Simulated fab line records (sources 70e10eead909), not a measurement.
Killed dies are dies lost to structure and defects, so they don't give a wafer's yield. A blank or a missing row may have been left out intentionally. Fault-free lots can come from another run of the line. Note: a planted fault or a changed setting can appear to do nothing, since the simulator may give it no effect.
fab line records	flow nand_harc
record: lots: 6	wafers: 18	last_day: 24
route steps=1159 shown A_BONDPAD@1073 HYBRID_BOND@1094 THIN_TSV@1101 END@1159
lots with no fault: from the same line, run without faults
start_h: the number of hours between the record's first day and the start of the first shown wafer of the lot	wait_h: hours from the lot's prior step to this one	" identical to the entry in the row above	L1.1+2: several wafers, shown together as one row	- either no value or no given start	* or withheld: withheld	< > ~ a bound
route shown NAME@n: a module of which the file shows steps, and the number in the route of the first	usual: mean and standard deviation over wafers with no fault	same: alike in all rows	chamber/n: place in a boat	sites: each site's reading	_std_site: the values' standard deviation	_edge_site: the outer-site mean with the inner-site mean subtracted	radius_mm: how far each site lies from the wafer's centre	mask NAME#n: copy n	behind: the last tool/chamber to shape the wafer	hold: why the lot went on hold/how many hours it stayed there/how the hold came to an end	device: the n, p or np transistor that did not switch	end of line: tests run on the same wafers once the route is complete	step lacking rows: just its recipe	killed: dies that structure and defects cost at the first sort, which is not the same as the wafer's yield	map: the dies of a wafer, with x for killed, . for not killed, _ for no die there
set.NAME: the setting that was run; set.NAME@STEP: the one run at that earlier step	model.NAME: the simulator's own value behind a step, which no gauge read
lots seen at some steps along the route; tables by step, rows by wafer
services: a tool's chamber out of use, with start hour (start_h, from the record's first day; less than 0 if before it), hours out, and reason
== steps ==
step: NHARC_A_BONDPAD_OVL_MEAS_35
usual: overlay_x_nm: 0/5.5	overlay_y_nm: -1/5.6
lot.wafer	tool	chamber	start_h	wait_h	overlay_x_nm	overlay_y_nm
L339.3	overlay-02	-	408.36	-	-9	6
L339.4	"	-	"	"	-8	6
L339.6	"	-	"	"	-9	5
L344.1	overlay-01	-	444.84	-	-12	-7
L344.2	"	-	"	"	-12	-7
L344.6	"	-	"	"	-12	-7
L347.2	overlay-01	-	456.24	-	6	4
L347.4	"	-	"	"	6	4
L347.6	"	-	"	"	6	4
L349.2	overlay-01	-	484.34	-	-7	-2
L349.4	"	-	"	"	-7	-2
L349.6	"	-	"	"	-7	-2
L360.2	overlay-01	-	522.74	-	0	0
L360.5	"	-	"	"	0	1
L360.6	"	-	"	"	0	0
L361.2	overlay-01	-	543.29	-	0	16
L361.3	"	-	"	"	0	16
L361.6	"	-	"	"	0	16
step: NHARC_A_BONDPAD_HARDBAKE_10
recipe: temp_c: 118	time_s: 65
step: NHARC_A_BONDPAD_DESCUM_11
recipe: time_s: 3	o2_flow_sccm: 200	ar_flow_sccm: 0	bias_power_w: 0	chemistry: O2
step: NHARC_A_BONDPAD_ETCH_34
recipe: target_depth_a: 600	overetch_a: 180	time_s: 65.91	ion_energy_ev: 200	n2_flow_sccm: 150	h2_flow_sccm: 150	ar_flow_sccm: 0	rf_w: 400	bias_w: 150	chemistry: N2/H2
step: NHARC_A_BONDPAD_ETCH_12
recipe: target_depth_a: 2200	time_s: 110	chf3_flow_sccm: 50	o2_flow_sccm: 10	ar_flow_sccm: 200	rf_w: 500	bias_w: 200	chemistry: CHF3/O2
usual: chamber_pressure_mTorr: 24.998/0.021	drypump_motor_current_A: 5.9/0.36	oes_product_au: 0.945/0.022	rf_vpp_V: 370.8/2.6	showerhead_plenum_p_Torr: 2.42/0.12	throttle_valve_pct: 20.573/0.0087
lot.wafer	tool	chamber	start_h	wait_h	chamber_pressure_mTorr	drypump_motor_current_A	oes_product_au	rf_hours_counter_h	rf_vpp_V	showerhead_plenum_p_Torr	throttle_valve_pct
L339.3	rie_diel-01	2	-	-	25.025	5.7	0.911	17	372.4	2.51	20.566
L339.4	"	1	"	"	25.039	5.9	0.914	18	373.5	2.50	20.567
L339.6	"	2	"	"	24.963	5.7	0.917	-	372.4	2.50	20.580
L344.1	rie_diel-08	3	-	-	24.983	5.7	0.960	6	372.2	2.54	20.572
L344.2	"	0	"	"	24.995	6.5	0.984	5	370.4	2.40	20.564
L344.6	"	0	"	"	24.952	6.5	0.979	-	371.6	2.40	20.574
L347.4	rie_diel-01	0	-	-	24.982	6.2	0.930	26	370.7	2.44	20.583
L347.2	"	3	"	"	25.008	5.7	0.927	25	367.5	2.22	20.582
L347.6	"	1	"	"	24.982	5.9	0.929	-	372.0	2.50	20.585
L349.4	rie_diel-01	3	-	-	24.967	5.7	0.925	31	367.1	2.22	20.562
L349.2	"	0	"	"	24.970	6.2	0.930	33	372.3	2.44	20.564
L349.6	"	0	"	"	24.967	6.2	0.933	-	372.4	2.44	20.592
L360.2	rie_diel-08	1	-	-	24.993	5.8	0.970	1	366.7	2.25	20.583
L360.5	"	1	"	"	25.011	5.8	0.979	-	366.5	2.25	20.568
L360.6	"	2	"	"	24.988	6.2	0.947	-	371.0	2.52	20.564
L361.2	rie_diel-08	0	-	-	24.956	6.5	0.971	2	370.0	2.40	20.575
L361.3	"	1	"	"	24.996	5.8	0.969	2	366.5	2.25	20.577
L361.6	"	2	"	"	25.011	6.1	0.967	-	372.6	2.52	20.568
step: NHARC_A_BONDPAD_CD_MEAS_13
usual: cd_nm: 499.8/1.5
lot.wafer	tool	chamber	start_h	wait_h	cd_nm
L339.3	cd_sem-02	-	409.02	-	502.3
L339.4	"	-	"	"	499.5
L339.6	"	-	"	"	502.2
L344.1	cd_sem-01	-	445.28	-	499.5
L344.2	"	-	"	"	501.2
L344.6	"	-	"	"	500.1
L347.2	cd_sem-03	-	456.69	-	500.6
L347.4	"	-	"	"	500.8
L347.6	"	-	"	"	501.7
L349.2	cd_sem-03	-	484.84	-	502.5
L349.4	"	-	"	"	500.9
L349.6	"	-	"	"	499.8
L360.2	cd_sem-03	-	523.19	-	502.0
L360.5	"	-	"	"	501.5
L360.6	"	-	"	"	500.2
L361.2	cd_sem-03	-	543.73	-	500.7
L361.3	"	-	"	"	500.5
L361.6	"	-	"	"	499.7
step: NHARC_A_BONDPAD_STRIP_15
recipe: o2_flow_sccm: 500	ar_flow_sccm: 0	bias_w: 0	chemistry: O2
usual: chamber_pressure_mTorr: 60.00/0.062	drypump_motor_current_A: 5.9/0.33	oes_product_au: 1.000/0.007	rf_vpp_V: 57.8/0.88	showerhead_plenum_p_Torr: 3.56/0.17	throttle_valve_pct: 17.036/0.0089
lot.wafer	tool	chamber	start_h	wait_h	chamber_pressure_mTorr	drypump_motor_current_A	oes_product_au	rf_hours_counter_h	rf_vpp_V	showerhead_plenum_p_Torr	throttle_valve_pct
L339.4	rie_diel-08	3	409.11	0.1	59.99	5.7	0.999	4	57.5	3.73	17.042
L339.3	"	0	"	"	59.97	6.5	1.006	4	57.2	3.53	17.038
L339.6	"	3	"	"	60.05	5.7	1.002	-	57.8	3.73	17.022
L344.2	rie_diel-08	2	445.36	0.1	60.01	6.1	0.993	6	59.3	3.70	17.028
L344.1	"	1	"	"	59.92	5.8	0.994	6	57.7	3.31	17.033
L344.6	"	2	"	"	60.08	6.1	1.008	-	58.3	3.70	17.048
L347.2	rie_diel-08	3	456.78	0.1	59.89	5.7	1.001	6	58.5	3.73	17.040
L347.4	"	3	"	"	59.99	5.7	0.997	-	58.7	3.73	17.055
L347.6	"	0	"	"	60.02	6.5	0.988	-	56.8	3.53	17.034
L349.4	rie_diel-01	0	484.91	0.1	59.95	6.2	0.993	33	58.0	3.58	17.050
L349.2	"	1	"	"	59.88	5.9	1.000	34	58.3	3.66	17.051
L349.6	"	0	"	"	60.11	6.2	1.001	-	58.7	3.58	17.044
L360.2	rie_diel-08	2	523.26	0.1	60.02	6.2	1.002	1	58.6	3.70	17.020
L360.5	"	2	"	"	60.06	6.2	1.004	-	59.8	3.70	17.035
L360.6	"	3	"	"	59.98	5.7	1.006	-	58.0	3.73	17.033
L361.3	rie_diel-02	3	543.80	0.1	60.02	6.1	1.003	10	57.9	3.58	17.044
L361.2	"	0	"	"	60.14	5.8	0.998	13	57.4	3.36	17.037
L361.6	"	3	"	"	60.01	6.1	1.008	-	57.2	3.58	17.035
step: NHARC_A_BONDPAD_ETCH_24
recipe: target_depth_a: 300	over_etch_frac: 0.3	time_s: 72.99	ion_energy_ev: 150	cf4_flow_sccm: 50	n2_flow_sccm: 100	ar_flow_sccm: 150	rf_w: 300	bias_w: 100	chemistry: CF4/N2
usual: chamber_pressure_mTorr: 30.001/0.029	drypump_motor_current_A: 5.9/0.33	oes_product_au: 1.000/0.0064	rf_vpp_V: 314.7/2.2	showerhead_plenum_p_Torr: 2.65/0.13	throttle_valve_pct: 19.794/0.0087
lot.wafer	tool	chamber	start_h	wait_h	chamber_pressure_mTorr	drypump_motor_current_A	oes_product_au	rf_hours_counter_h	rf_vpp_V	showerhead_plenum_p_Torr	throttle_valve_pct
L339.4	rie_diel-08	2	-	-	30.026	6.1	1.006	4	316.6	2.75	19.801
L339.3	"	3	"	"	30.000	5.7	1.014	4	316.5	2.78	19.772
L339.6	"	3	"	"	29.978	5.7	0.998	-	317.0	2.78	19.785
L344.1	rie_diel-08	1	-	-	30.027	5.8	0.994	6	311.6	2.46	19.796
L344.2	"	0	"	"	30.011	6.5	1.000	5	315.1	2.62	19.795
L344.6	"	1	"	"	29.946	5.8	1.001	-	311.3	2.46	19.803
L347.2	rie_diel-08	0	456.96	0.2	29.972	6.5	0.998	6	314.4	2.62	19.797
L347.6	"	3	"	"	30.011	5.7	0.998	-	317.0	2.78	19.801
L347.4	"	0	"	"	29.947	6.5	0.992	-	314.5	2.62	19.783
L349.2	rie_diel-01	1	-	-	30.006	5.9	1.010	34	314.4	2.72	19.795
L349.4	"	0	"	"	30.001	6.2	1.004	33	316.8	2.66	19.794
L349.6	"	1	"	"	30.023	5.9	0.996	-	315.3	2.72	19.797
L360.2	rie_diel-08	1	-	-	30.004	5.8	0.994	1	313.3	2.46	19.787
L360.6	"	2	"	"	29.990	6.2	1.008	-	316.8	2.75	19.800
L360.5	"	3	"	"	29.942	5.7	1.007	-	316.3	2.77	19.784
L361.3	rie_diel-02	0	-	-	30.017	5.9	1.002	13	312.8	2.50	19.799
L361.2	"	3	"	"	29.984	6.1	0.992	10	315.2	2.67	19.787
L361.6	"	1	"	"	29.930	5.5	0.997	-	311.8	2.46	19.783
step: NHARC_A_BONDPAD_STRIP_16
recipe: time_s: 600	temp_c: 30	chemistry: post_etch_residue_remover
step: NHARC_A_BONDPAD_DEGAS_25
recipe: temp_c: 300	time_s: 60
usual: heater_power_w: 476/56
lot.wafer	tool	chamber	start_h	wait_h	heater_power_w
L339.4	pvd_sputter-02	-	409.64	-	592
L339.3	"	-	"	"	444
L339.6	"	-	"	"	522
L344.2	pvd_sputter-01	-	445.92	-	432
L344.1	"	-	"	"	420
L344.6	"	-	"	"	430
L347.4	pvd_sputter-01	-	457.40	-	423
L347.2	"	-	"	"	420
L347.6	"	-	"	"	428
L349.4	pvd_sputter-01	-	485.46	-	449
L349.2	"	-	"	"	516
L349.6	"	-	"	"	452
L360.2	pvd_sputter-02	-	523.80	-	514
L360.5	"	-	"	"	539
L360.6	"	-	"	"	497
L361.3	pvd_sputter-02	-	544.37	-	597
L361.2	"	-	"	"	538
L361.6	"	-	"	"	598
step: NHARC_A_BONDPAD_PRE_CLEAN_26
recipe: time_s: 30	temp_c: 280	gas: H2/He
step: NHARC_A_BONDPAD_PVD_17
recipe: target_thk_a: 50	bias_v: 168.6	power_w: 15000	chamber_pressure_pa: 0.12	time_s: 8.06	substrate_temp_c: 50	material: TaN
step: NHARC_A_BONDPAD_PVD_27
recipe: target_thk_a: 300	chamber_pressure_pa: 5	power_w: 5000	substrate_temp_c: 30	time_s: 20.49	material: Cu
usual: throttle_valve_pct: 30.4/1.1
lot.wafer	tool	chamber	start_h	wait_h	throttle_valve_pct
L339.3	pvd_sputter-02	-	409.87	-	28.9
L339.4	"	-	"	"	29.6
L339.6	"	-	"	"	29.0
L344.1	pvd_sputter-01	-	446.14	-	29.7
L344.2	"	-	"	"	29.5
L344.6	"	-	"	"	29.9
L347.4	pvd_sputter-01	-	457.64	-	29.9
L347.2	"	-	"	"	30.0
L347.6	"	-	"	"	30.3
L349.2	pvd_sputter-01	-	485.69	-	30.6
L349.4	"	-	"	"	31.7
L349.6	"	-	"	"	30.5
L360.2	pvd_sputter-02	-	524.04	-	28.9
L360.6	"	-	"	"	31.2
L360.5	"	-	"	"	29.1
L361.2	pvd_sputter-02	-	544.60	-	29.1
L361.3	"	-	"	"	32.0
L361.6	"	-	"	"	29.2
step: NHARC_A_BONDPAD_ECD_18
recipe: target_thk_a: 4000	bath_temp_c: 25	material: Cu
step: NHARC_A_BONDPAD_ANNEAL_28
recipe: temp_c: 225	time_s: 90
step: NHARC_A_BONDPAD_CMP_19
recipe: t_overpolish_s: 30	cu_recess_touch_s: 16	target_thk_nm: 169.8
step: NHARC_A_BONDPAD_SRD_21
recipe: time_s: 30	temp_c: 23	dry_time_s: 20	spin_rpm: 1500
step: NHARC_A_BONDPAD_INSPECT_23
usual: raw_defect_count: 465/110
lot.wafer	tool	chamber	start_h	wait_h	raw_defect_count
L339.3	defect_inspect-02	-	411.29	0.0	589
L339.4	"	-	"	"	537
L339.6	"	-	"	"	592
L344.1	defect_inspect-02	-	447.62	0.0	535
L344.2	"	-	"	"	345
L344.6	"	-	"	"	322
L347.2	defect_inspect-02	-	459.03	0.0	394
L347.4	"	-	"	"	364
L347.6	"	-	"	"	406
L349.2	defect_inspect-01	-	487.10	0.0	561
L349.4	"	-	"	"	568
L349.6	"	-	"	"	752
L360.2	defect_inspect-02	-	525.46	0.0	438
L360.5	"	-	"	"	468
L360.6	"	-	"	"	570
L361.2	defect_inspect-02	-	546.00	0.0	599
L361.3	"	-	"	"	515
L361.6	"	-	"	"	623
step: NHARC_HYBRID_BOND_ACTIVATE_00
recipe: time_s: 60	n2_flow_sccm: 200	ar_flow_sccm: 0	bias_power_w: 0	chemistry: N2
usual: drypump_motor_current_A: 5.5/0.39	oes_product_au: 0.998/0.0074	rf_vpp_V: 64.1/0.93	showerhead_plenum_p_Torr: 1.76/0.082
lot.wafer	tool	chamber	start_h	wait_h	drypump_motor_current_A	oes_product_au	rf_hours_counter_h	rf_vpp_V	showerhead_plenum_p_Torr
L339.4	rie_diel-06	0	411.35	0.1	5.0	1.012	57	64.8	1.85
L339.3	"	3	"	"	4.8	0.998	62	64.2	1.88
L339.6	"	0	"	"	5.0	1.012	-	65.0	1.85
L344.2	rie_diel-06	1	447.68	0.1	5.2	1.001	8	65.7	1.76
L344.1	"	0	"	"	5.0	1.005	9	65.0	1.85
L344.6	"	2	"	"	5.3	1.006	-	65.4	1.88
L347.4	rie_diel-05	1	459.12	0.1	5.4	0.998	13	62.7	1.69
L347.2	"	2	"	"	6.2	1.008	12	65.2	1.86
L349.2	rie_diel-05	0	487.17	0.1	5.3	0.986	14	64.1	1.77
L349.4	"	1	"	"	5.4	0.989	15	63.5	1.69
L360.2	rie_diel-07	3	525.57	0.1	5.4	1.002	45	64.2	1.75
L360.6	"	3	"	"	5.4	1.003	-	63.4	1.75
L360.5	"	0	"	"	5.7	1.002	-	65.4	1.81
L361.2	rie_diel-05	2	546.06	0.1	6.3	1.000	2	61.8	1.86
L361.3	"	0	"	"	5.3	1.001	2	65.1	1.76
L361.6	"	1	"	"	5.4	0.999	-	64.2	1.69
step: NHARC_HYBRID_BOND_PRECLEAN_01
recipe: time_s: 300	temp_c: 23	chemistry: DIW
step: NHARC_HYBRID_BOND_SRD_02
recipe: time_s: 30	temp_c: 23	dry_time_s: 20	spin_rpm: 1500
step: NHARC_HYBRID_BOND_BOND_03
recipe: temp_c: 25
step: NHARC_HYBRID_BOND_ANNEAL_04
recipe: temp_c: 300	time_s: 7200	ramp_up_c_per_min: 5	ramp_down_c_per_min: 3	idle_temp_c: 100	pressure_atm: 1
step: NHARC_HYBRID_BOND_OVL_MEAS_05
usual: overlay_x_nm: -1/32	overlay_y_nm: 2/31
lot.wafer	tool	chamber	start_h	wait_h	overlay_x_nm	overlay_y_nm
L339.3	overlay-01	-	418.43	0.4	-26	-6
L339.4	"	-	"	"	-3	16
L339.6	"	-	"	"	-26	42
L344.1	overlay-02	-	460.12	0.4	9	-12
L344.2	"	-	"	"	20	29
L344.6	"	-	"	"	33	-30
L347.2	overlay-02	-	468.44	0.4	-42	14
L347.4	"	-	"	"	-24	41
L349.2	overlay-02	-	504.05	0.4	-25	1
L349.4	"	-	"	"	-27	18
L360.2	overlay-02	-	531.96	0.4	18	-20
L360.5	"	-	"	"	35	-6
L360.6	"	-	"	"	-7	33
L361.2	overlay-01	-	556.73	0.4	-12	-28
L361.3	"	-	"	"	11	18
L361.6	"	-	"	"	-3	-13
step: NHARC_HYBRID_BOND_INSPECT_06
recipe: inspect_instrument: ir_void
usual: raw_defect_count: 37/14
lot.wafer	tool	chamber	start_h	wait_h	raw_defect_count
L339.3	defect_inspect-01	-	418.51	0.1	36
L339.4	"	-	"	"	36
L339.6	"	-	"	"	42
L344.1	defect_inspect-01	-	460.17	0.0	29
L344.2	"	-	"	"	38
L344.6	"	-	"	"	35
L347.2	defect_inspect-01	-	468.50	0.1	30
L347.4	"	-	"	"	37
L349.2	defect_inspect-01	-	504.10	0.1	53
L349.4	"	-	"	"	51
L360.2	defect_inspect-01	-	532.02	0.1	55
L360.5	"	-	"	"	43
L360.6	"	-	"	"	47
L361.2	defect_inspect-01	-	556.78	0.1	50
L361.3	"	-	"	"	57
L361.6	"	-	"	"	56
step: NHARC_THIN_TSV_GRIND_00
recipe: target_thk_um: 6
step: NHARC_THIN_TSV_CMP_01
recipe: target_thk_um: 3
step: NHARC_THIN_TSV_THK_MEAS_02
recipe: thk_meas_gauge: ir
usual: thk_nm: 2981/230
lot.wafer	tool	chamber	start_h	wait_h	thk_nm
L339.3	film_metro-02	-	423.75	0.2	3198
L339.4	"	-	"	"	3096
L339.6	"	-	"	"	3398
L344.1	film_metro-01	-	463.00	0.2	3262
L344.2	"	-	"	"	3062
L344.6	"	-	"	"	3319
L347.2	film_metro-02	-	470.14	-	3101
L347.4	"	-	"	"	2871
L349.2	film_metro-01	-	505.75	0.2	3231
L349.4	"	-	"	"	3008
L360.2	film_metro-01	-	534.82	-	3335
L360.5	"	-	"	"	2903
L360.6	"	-	"	"	2896
L361.2	film_metro-02	-	560.38	-	2696
L361.3	"	-	"	"	2728
L361.6	"	-	"	"	2705
step: NHARC_THIN_TSV_SRD_03
step: NHARC_THIN_TSV_PRECLEAN_41
recipe: time_s: *	temp_c: 50	bath_age_min: 0	chemistry: SC1
step: NHARC_THIN_TSV_SRD_42
step: NHARC_THIN_TSV_DEP_43
recipe: target_thk_a: 13285	temp_c: withheld	pressure_torr: 6.5	rf_w: 900	teos_flow_sccm: 161.4	flow_sccm: 2650	target_thk_nm: 1328.5	gas: O2	material: SiO2
step: NHARC_THIN_TSV_DEHYDRATE_04
recipe: temp_c: 150	time_s: 120
step: NHARC_THIN_TSV_HMDS_05
recipe: time_s: 30
step: NHARC_THIN_TSV_COAT_06
recipe: spin_rpm: *
step: NHARC_THIN_TSV_SOFTBAKE_07
recipe: temp_c: 122	time_s: 95
step: NHARC_THIN_TSV_EBR_08
step: NHARC_THIN_TSV_EXPOSE_09
recipe: na: 0.55	dose_mj: 30.7	mask_id: TSV
step: NHARC_THIN_TSV_PEB_10
recipe: peb_temp_c: 118	peb_time_s: 85
step: NHARC_END_SORT_01
recipe: temp_c: 25
usual: defect_limited_yield: 95.4/1.5	killed_at_array: 26/9.6	killed_at_other: 0.7/0.92	killed_at_periphery: 3.8/2.7	killed_dies: 31/10	killed_open: 3.3/1.7	killed_short: 1.8/1.3	sort_bin_2_pct: 1.4/0.62	sort_bin_3_pct: 0.23/0.21	sort_bin_4_pct: 2.9/0.95	sort_n_pass: 646/10	sort_rim_yield_pct: 94/3.2	sort_yield_pct: 95.4/1.5
same: gross_dies: 677	sort_bin_5_pct[%]: 0	sort_bin_6_pct[%]: 0	sort_bin_7_pct[%]: 0	sort_bin_8_pct[%]: 0	sort_rim_n_gross: 106.00
lot.wafer	tool	chamber	start_h	wait_h	defect_limited_yield[%]	killed_at_array	killed_at_other	killed_at_periphery	killed_dies	killed_open	killed_short	sort_bin_2_pct[%]	sort_bin_3_pct[%]	sort_bin_4_pct[%]	sort_n_pass	sort_rim_yield_pct[%]	sort_yield_pct[%]
L344.1	prober-01	0	477.76	2.5	95.4	27	1	3	31	3	2	1.8	0.15	2.7	646	98	95.4
L344.2	prober-01	0	478.58	2.8	95.1	28	0	5	33	5	1	1.8	0.15	3.0	644	97	95.1
L344.6	prober-01	0	481.85	4.1	96.0	22	2	3	27	2	1	0.9	0.15	3.0	650	95	96.0
L347.6	prober-02	0	497.84	3.9	0	670	0	7	677	2	2	96.8	0.44	2.8	0	0	0
L349.2	prober-01	0	522.84	2.8	93.9	37	0	4	41	2	0	2.2	0.15	3.7	636	91	93.9
L349.4	prober-01	0	524.44	3.4	94.1	39	0	1	40	2	1	2.2	0.15	3.5	637	90	94.1
L349.6	prober-01	0	526.04	4.0	0	671	0	6	677	1	5	95.0	0.74	4.3	0	0	0
killed by level:class
L344.1 A_CHANNEL_HOLE_D1:chamber_film_flake=15 A_SLIT:chamber_film_flake=5 A_CONTACT:chamber_film_flake=3 P_M0:geometric_particle:short=2 A_CONTACT:geometric_particle:open=2 A_M1:chamber_film_flake=2 P_M2:geometric_particle:open=1 THIN_TSV:chamber_film_flake=1
L344.2 A_CHANNEL_HOLE_D1:chamber_film_flake=16 A_SLIT:chamber_film_flake=3 A_CONTACT:chamber_film_flake=3 P_CONTACT:geometric_particle:open=2 A_M1:chamber_film_flake=2 P_M1:geometric_particle:open=1 A_CHANNEL_FILL_D1:geometric_particle:open=1 A_CONTACT:geometric_particle:open=1
L344.6 A_CHANNEL_HOLE_D1:chamber_film_flake=8 A_SLIT:chamber_film_flake=7 A_M1:chamber_film_flake=5 P_BONDPAD:chamber_film_flake=3 A_CONTACT:geometric_particle:open=1 STARTING-WAFER:geometric_particle:open=1 STARTING-WAFER:geometric_particle:short=1 A_STAIRCASE:chamber_film_flake=1
L347.6 A_BONDPAD:area_pvd=650 A_SLIT:chamber_film_flake=7 P_GATE:chamber_film_flake=3 A_ZERO_WELL:chamber_film_flake=3 A_STAIRCASE:chamber_film_flake=3 P_BONDPAD:chamber_film_flake=2 A_CONTACT:chamber_film_flake=2 P_GATE:geometric_particle:open=1
L349.2 A_CHANNEL_HOLE_D1:chamber_film_flake=14 A_SLIT:chamber_film_flake=11 A_SGD_CUT:chamber_film_flake=5 A_CONTACT:chamber_film_flake=3 A_WL_FILL:chamber_film_flake=1 P_CONTACT:geometric_particle:open=1 A_CONTACT:geometric_particle:open=1 P_ZERO_WELL:chamber_film_flake=1
L349.4 A_CHANNEL_HOLE_D1:chamber_film_flake=13 A_SLIT:chamber_film_flake=9 A_CONTACT:chamber_film_flake=6 A_SGD_CUT:chamber_film_flake=4 A_CHANNEL_FILL_D1:chamber_film_flake=3 P_M0:geometric_particle:short=1 A_CONTACT:geometric_particle:open=1 A_M0:geometric_particle:open=1
L349.6 A_BONDPAD:area_pvd=631 A_CHANNEL_HOLE_D1:chamber_film_flake=21 A_SGD_CUT:chamber_film_flake=6 A_CHANNEL_FILL_D1:chamber_film_flake=3 A_SLIT:chamber_film_flake=3 P_M0:chamber_film_flake=2 A_WL_FILL:chamber_film_flake=2 P_CONTACT:geometric_particle:short=1
map L347.6 (x killed, . not)
____________x____________
_________xxxxxxx_________
_______xxxxxxxxxxx_______
______xxxxxxxxxxxxx______
_____xxxxxxxxxxxxxxx_____
____xxxxxxxxxxxxxxxxx____
____xxxxxxxxxxxxxxxxx____
___xxxxxxxxxxxxxxxxxxx___
___xxxxxxxxxxxxxxxxxxx___
__xxxxxxxxxxxxxxxxxxxxx__
__xxxxxxxxxxxxxxxxxxxxx__
_xxxxxxxxxxxxxxxxxxxxxxx_
_xxxxxxxxxxxxxxxxxxxxxxx_
_xxxxxxxxxxxxxxxxxxxxxxx_
_xxxxxxxxxxxxxxxxxxxxxxx_
_xxxxxxxxxxxxxxxxxxxxxxx_
xxxxxxxxxxxxxxxxxxxxxxxxx
xxxxxxxxxxxxxxxxxxxxxxxxx
xxxxxxxxxxxxxxxxxxxxxxxxx
xxxxxxxxxxxxxxxxxxxxxxxxx
xxxxxxxxxxxxxxxxxxxxxxxxx
_xxxxxxxxxxxxxxxxxxxxxxx_
_xxxxxxxxxxxxxxxxxxxxxxx_
_xxxxxxxxxxxxxxxxxxxxxxx_
_xxxxxxxxxxxxxxxxxxxxxxx_
_xxxxxxxxxxxxxxxxxxxxxxx_
__xxxxxxxxxxxxxxxxxxxxx__
__xxxxxxxxxxxxxxxxxxxxx__
___xxxxxxxxxxxxxxxxxxx___
___xxxxxxxxxxxxxxxxxxx___
____xxxxxxxxxxxxxxxxx____
____xxxxxxxxxxxxxxxxx____
_____xxxxxxxxxxxxxxx_____
______xxxxxxxxxxxxx______
_______xxxxxxxxxxx_______
_________xxxxxxx_________
____________x____________
map L349.6 (x killed, . not)
____________x____________
_________xxxxxxx_________
_______xxxxxxxxxxx_______
______xxxxxxxxxxxxx______
_____xxxxxxxxxxxxxxx_____
____xxxxxxxxxxxxxxxxx____
____xxxxxxxxxxxxxxxxx____
___xxxxxxxxxxxxxxxxxxx___
___xxxxxxxxxxxxxxxxxxx___
__xxxxxxxxxxxxxxxxxxxxx__
__xxxxxxxxxxxxxxxxxxxxx__
_xxxxxxxxxxxxxxxxxxxxxxx_
_xxxxxxxxxxxxxxxxxxxxxxx_
_xxxxxxxxxxxxxxxxxxxxxxx_
_xxxxxxxxxxxxxxxxxxxxxxx_
_xxxxxxxxxxxxxxxxxxxxxxx_
xxxxxxxxxxxxxxxxxxxxxxxxx
xxxxxxxxxxxxxxxxxxxxxxxxx
xxxxxxxxxxxxxxxxxxxxxxxxx
xxxxxxxxxxxxxxxxxxxxxxxxx
xxxxxxxxxxxxxxxxxxxxxxxxx
_xxxxxxxxxxxxxxxxxxxxxxx_
_xxxxxxxxxxxxxxxxxxxxxxx_
_xxxxxxxxxxxxxxxxxxxxxxx_
_xxxxxxxxxxxxxxxxxxxxxxx_
_xxxxxxxxxxxxxxxxxxxxxxx_
__xxxxxxxxxxxxxxxxxxxxx__
__xxxxxxxxxxxxxxxxxxxxx__
___xxxxxxxxxxxxxxxxxxx___
___xxxxxxxxxxxxxxxxxxx___
____xxxxxxxxxxxxxxxxx____
____xxxxxxxxxxxxxxxxx____
_____xxxxxxxxxxxxxxx_____
______xxxxxxxxxxxxx______
_______xxxxxxxxxxx_______
_________xxxxxxx_________
____________x____________
== services ==
tool	chamber	start_h	hours	kind
pvd_sputter-02	-	392.04	10.0	pm
rie_diel-08	0	397.07	9.4	repair
rie_diel-07	-	405.36	9.0	pm
rie_diel-05	0	407.06	5.7	repair
rie_diel-08	0	408.85	-	clean
rie_diel-08	1	408.85	-	clean
rie_diel-08	2	408.85	-	clean
rie_diel-02	1	414.90	1.6	repair
pvd_sputter-01	-	415.92	9.9	repair
rie_diel-06	-	419.00	9.0	pm
rie_diel-08	1	431.20	3.1	repair
rie_diel-08	2	447.30	16.9	repair
rie_diel-08	-	478.85	9.0	pm
rie_diel-06	0	491.34	12.5	repair
rie_diel-01	-	491.81	9.0	pm
rie_diel-05	1	493.70	6.0	repair
rie_diel-06	1	499.29	12.5	repair
rie_diel-02	-	505.80	9.0	pm
rie_diel-06	-	506.44	0.8	repair
pvd_sputter-01	-	514.04	10.0	pm
rie_diel-02	2	517.17	6.9	repair
rie_diel-05	-	517.60	9.0	pm
rie_diel-08	2	524.81	1.9	repair
rie_diel-05	3	542.80	5.1	repair
== key ==
first_sign: step: NHARC_END_SORT_01	reading: sort_bin_2_pct	direction: up	sigmas: 99+	usual: 1.4	struck: 95.9
effect: step: NHARC_END_SORT_01	reading: killed_at_array	direction: up	sigmas: 67	usual: 26	struck: 670
more_kills_born_at: NHARC_A_BONDPAD_PVD_27@pvd_sputter-01: 1281
met_at NHARC_A_BONDPAD_PVD_27
struck_wafers L347.6,L349.6
later_rows_left_out L347.6,L349.6
onset_between 446.14 457.64
fault: kind: process_parameter_drift	tool: pvd_sputter-01	chamber: -	onset_h: 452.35	steps: NHARC_A_BONDPAD_PVD_27	channel: target_thk_a	offset: *	shape: step	end_h: 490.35	scope: struck_wafers_only	acts_in: *	stated: *
later_rows_left_out: the simulator's readings of these wafers behind a module that went badly wrong aren't trusted and aren't shown, but for the sort
